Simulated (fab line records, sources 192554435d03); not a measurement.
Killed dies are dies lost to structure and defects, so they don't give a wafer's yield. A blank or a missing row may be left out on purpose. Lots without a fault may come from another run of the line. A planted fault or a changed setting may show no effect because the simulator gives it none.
Split-lot experiment | flow n5_finfet | 7 lots, 39 wafers read, on a route of 1938 steps

THE SPLIT
At N5_HKMG_FIN_ETCH_35 (etches SOC in N2/H2, target depth 215.8 nm, time 243.4 s), the setting target_depth_a was moved away from the recipe's 2158 angstrom on 15 of the 39 wafers read, by -55.6% to +24.2%. The other wafers ran this setting at the recipe's value.

The reading is taken at the split's own step.

THE READING
HKMG_FIN.feature_depth_nm (the simulator's own value, which no gauge read), in nm, at N5_HKMG_FIN_ETCH_35 (etches SOC in N2/H2, target depth 215.8 nm, time 243.4 s). The file gives no usual value for it. The 24 wafers here that ran the recipe average 213.2 nm, standard deviation 6.9 nm.

wafer  | tool, chamber at the split | target_depth_a as run, angstrom | against the recipe | HKMG_FIN.feature_depth_nm, nm | against lot-mates on the recipe
L074.1 | rie_diel-02, 0             | 1643                            | -23.9%             | 154.2                         | -53.6
L074.2 | rie_diel-02, 1             | 2158                            | recipe             | 203.2                         | -
L074.3 | rie_diel-02, 2             | 2158                            | recipe             | 209.8                         | -
L074.4 | rie_diel-02, 3             | 2158                            | recipe             | 210.4                         | -
L074.5 | rie_diel-02, 0             | 1643                            | -23.9%             | 153.8                         | -54.0
L074.6 | rie_diel-02, 1             | 1643                            | -23.9%             | 155.6                         | -52.2
L080.1 | rie_diel-06, 3             | 2158                            | recipe             | 215.2                         | -
L080.2 | rie_diel-06, 2             | 2158                            | recipe             | 208.6                         | -
L080.3 | rie_diel-06, 1             | 1435                            | -33.5%             | 136.8                         | -75.3
L080.4 | rie_diel-06, 0             | 2158                            | recipe             | 212.6                         | -
L080.5 | rie_diel-06, 2             | 1435                            | -33.5%             | 137.4                         | -74.7
L080.6 | rie_diel-06, 1             | 1435                            | -33.5%             | 136.4                         | -75.7
L086.2 | rie_diel-02, 0             | 2158                            | recipe             | 205.6                         | -
L086.3 | rie_diel-02, 1             | 2158                            | recipe             | 208                           | -
L086.6 | rie_diel-02, 2             | 2158                            | recipe             | 213                           | -
L090.1 | rie_diel-02, 3             | 1241                            | -42.5%             | 128.8                         | -84.3
L090.2 | rie_diel-02, 1             | 1241                            | -42.5%             | 119.4                         | -93.7
L090.3 | rie_diel-02, 0             | 1241                            | -42.5%             | 119.2                         | -93.9
L090.4 | rie_diel-02, 1             | 2158                            | recipe             | 209.2                         | -
L090.5 | rie_diel-02, 3             | 2158                            | recipe             | 223.4                         | -
L090.6 | rie_diel-02, 0             | 2158                            | recipe             | 206.6                         | -
L093.1 | rie_diel-02, 2             | 2158                            | recipe             | 223.8                         | -
L093.2 | rie_diel-02, 1             | 2158                            | recipe             | 209.2                         | -
L093.3 | rie_diel-02, 3             | 2158                            | recipe             | 223.6                         | -
L093.4 | rie_diel-02, 0             | 2158                            | recipe             | 207.6                         | -
L093.5 | rie_diel-02, 2             | 2158                            | recipe             | 225.2                         | -
L093.6 | rie_diel-02, 3             | 2158                            | recipe             | 223.8                         | -
L095.1 | rie_diel-03, 3             | 2158                            | recipe             | 213.4                         | -
L095.2 | rie_diel-03, 0             | 957.2                           | -55.6%             | 93.6                          | -119.8
L095.3 | rie_diel-03, 1             | 957.2                           | -55.6%             | 97.6                          | -115.8
L095.4 | rie_diel-03, 2             | 2158                            | recipe             | 212.6                         | -
L095.5 | rie_diel-03, 2             | 2158                            | recipe             | 214.2                         | -
L095.6 | rie_diel-03, 1             | 957.2                           | -55.6%             | 96.8                          | -116.6
L097.1 | rie_diel-02, 1             | 2158                            | recipe             | 206.6                         | -
L097.2 | rie_diel-02, 3             | 2158                            | recipe             | 224                           | -
L097.3 | rie_diel-02, 0             | 2680                            | +24.2%             | 254.6                         | +42.4
L097.4 | rie_diel-02, 2             | 2680                            | +24.2%             | 278.2                         | +66.0
L097.5 | rie_diel-02, 3             | 2680                            | +24.2%             | 278.4                         | +66.2
L097.6 | rie_diel-02, 0             | 2158                            | recipe             | 206                           | -

THE FIT
A straight line over all 39 wafers: HKMG_FIN.feature_depth_nm changes by +2.19 nm for each +1% of target_depth_a; r = +0.99; the points scatter about the line by 7.1 nm.
The same after taking each lot's own level away (the mean of its wafers on the recipe; 39 wafers): +2.18 nm for each +1%; r = +0.99; scatter 6.1 nm.
On that fit, the largest move of target_depth_a shifts the reading by 1.2e+02 nm.
The lots' own levels span 207.80 to 218.87 nm, that is 1.6 times the standard deviation above.
So the lot-to-lot level changes the slope little: the two slopes agree.
Check: with one of the wafers moved furthest among these (-55.6%) left out of the fit, the line predicts -121 nm for it against its lot-mates. It came out at -120 nm against them.

OTHER SPLITS ON THESE WAFERS
These wafers also went through other splits before the reading. Each is held against what the fit with the lots' levels taken away leaves over:
other split on the same wafers        | wafers away from the commonest value | r with HKMG_FIN.feature_depth_nm (lot level and that fit taken away)
N5_FIN_CUT_CUT_ETCH_26 time_s         | 12                                   | +0.07
N5_SD_EPI_N_DEVELOP_08 develop_time_s | 18                                   | -0.08

THE WHOLE CHAIN: every reading that the file lists as answering this split, in the file's order
step                | what it does                                             | reading                                                                         | change (the file's fit)              | r (the file's)
N5_HKMG_FIN_ETCH_35 | etches SOC in N2/H2, target depth 215.8 nm, time 243.4 s | etch.depth_nm (the simulator's own value, which no gauge read)                  | +2.17 nm for each +1% of the setting | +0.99
N5_HKMG_FIN_ETCH_35 | etches SOC in N2/H2, target depth 215.8 nm, time 243.4 s | SOC_of_HKMG_FIN_COAT_29.thk_nm (the simulator's own value, which no gauge read) | -2.16 nm for each +1% of the setting | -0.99
N5_HKMG_FIN_ETCH_35 | etches SOC in N2/H2, target depth 215.8 nm, time 243.4 s | HKMG_FIN.feature_depth_nm (the simulator's own value, which no gauge read)      | +2.17 nm for each +1% of the setting | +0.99

THE FILE'S OWN FIT
HKMG_FIN.feature_depth_nm changes by +2.17 nm for each +1% of target_depth_a, r = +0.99.
